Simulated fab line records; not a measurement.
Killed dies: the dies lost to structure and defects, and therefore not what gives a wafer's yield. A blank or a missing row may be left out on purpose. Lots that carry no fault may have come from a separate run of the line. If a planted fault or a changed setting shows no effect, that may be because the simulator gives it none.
Matching of chambers -- flow n5-finfet -- rie-diel-05 running N5_DUMMY_GATE_HM_OPEN_21: 4 sister chambers
The step chemistry CH3F/O2, target SiNx, target depth 120 nm, time 171.4 s. 8 wafers are shown with their chamber, then 8 later ones without.

EACH WAFER AND ITS CHAMBER
wafer,chamber,showerhead-plenum-p-Torr (Torr),oes-product-au (a.u.)
L079.3,2,2.09,0.69
L079.5,3,1.99,0.70
L083.1,2,2.08,0.68
L083.5,0,2.06,0.94
L086.1,1,1.92,0.69
L086.3,0,2.06,0.93
L086.4,3,1.99,0.69
L087.3,1,1.92,0.69

WAFERS WHOSE CHAMBER IS MISSING
wafer,showerhead-plenum-p-Torr (Torr),oes-product-au (a.u.)
L087.4,1.98,0.69
L087.6,2.06,0.91
L090.3,2.08,0.67
L090.5,2.08,0.67
L090.6,1.92,0.69
L095.1,2.08,0.67
L095.5,1.98,0.68
L095.6,2.08,0.66

CHAMBER TAKEN BY EACH
wafer,from the rows above,in truth
L087.4,3,3
L087.6,0,0
L090.3,2,2
L090.5,2,2
L090.6,1,1
L095.1,2,2
L095.5,3,3
L095.6,2,2
Placed correctly: 8 of 8. Can't be placed from these rows: 0. Wrongly placed: 0.
How it was worked out, from the rows above alone: a wafer's distance from a chamber is the root of the sum, over the readings, of the square of ((its reading less the chamber's mean) divided by the reading's scatter). If the next closest chamber is less than 2 further off than the closest, the wafer can't be placed; otherwise it belongs to the closest. Each chamber's mean is taken over the wafers shown for it. The scatter is the square root of a quotient: the sum, over the shown wafers, of each reading's squared deviation from its chamber's mean, divided by wafers minus chambers.
